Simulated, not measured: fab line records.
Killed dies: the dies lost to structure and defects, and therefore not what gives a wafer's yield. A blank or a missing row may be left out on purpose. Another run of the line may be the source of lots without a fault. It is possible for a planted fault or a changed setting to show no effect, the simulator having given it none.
2 desks, one fault -- flow n5 finfet -- only its own numbers are on each desk; what lay behind them is given at the end

## FOR THE TOOL OWNER'S DESK: ald metal-04
The tool's own readings at N5_BEOL_M6_ALD_77 (deposits TaN, target thk 2 nm, pulse time 2 s, purge time 3 s): means of the sampled wafers that have a number, for each lot that ran on this tool. The brackets show how far a lot's mean lies from the usual mean; more than 4 standard deviations puts the lot out of limits, marked OUT.
Columns: A = heater power w at N5_BEOL_M6_ALD_77, usual 422 W; B = mfc carrier sccm at N5_BEOL_M6_ALD_77, usual 1500 sccm
lot,first seen here,A,B
L755,day 9 20:07,411,1499
L758,day 10 17:31,470,1498
L761,day 11 02:14,447,1501
L762,day 11 02:40,418,1502
L768,day 13 04:25,342,1502
L765,day 13 07:29,544,1502
Finding of this desk: none of the 6 lots has anything out of limits.

## METROLOGY DESK
What the gauges read for every lot (on any tool): the sampled wafers with a number, averaged. The brackets show how far a lot's mean lies from the usual mean; more than 4 standard deviations puts the lot out of limits, marked OUT.
Columns: A = M6_THK at N5_BEOL_M6_THK_MEAS_53, usual 79.4 nm
lot,first seen here,A
L753,day 9 09:36,78.0
L755,day 9 21:39,80.4
L756,day 9 22:25,79.5
L757,day 10 13:19,80.7
L758,day 10 19:08,78.7
L761,day 11 03:52,82.5
L762,day 11 04:48,81.6
L763,day 12 01:09,78.9
L764,day 12 07:57,77.0
L768,day 13 07:05,76.2
L765,day 13 09:30,80.2
L770,day 13 14:56,80.2
Finding of this desk: none of the 12 lots has anything out of limits.

## TAKEN TOGETHER
Nothing out of limits was seen by the tool owner's desk.
The metrology desk saw nothing out of limits.

## WHAT THE SIMULATOR HAD INSERTED
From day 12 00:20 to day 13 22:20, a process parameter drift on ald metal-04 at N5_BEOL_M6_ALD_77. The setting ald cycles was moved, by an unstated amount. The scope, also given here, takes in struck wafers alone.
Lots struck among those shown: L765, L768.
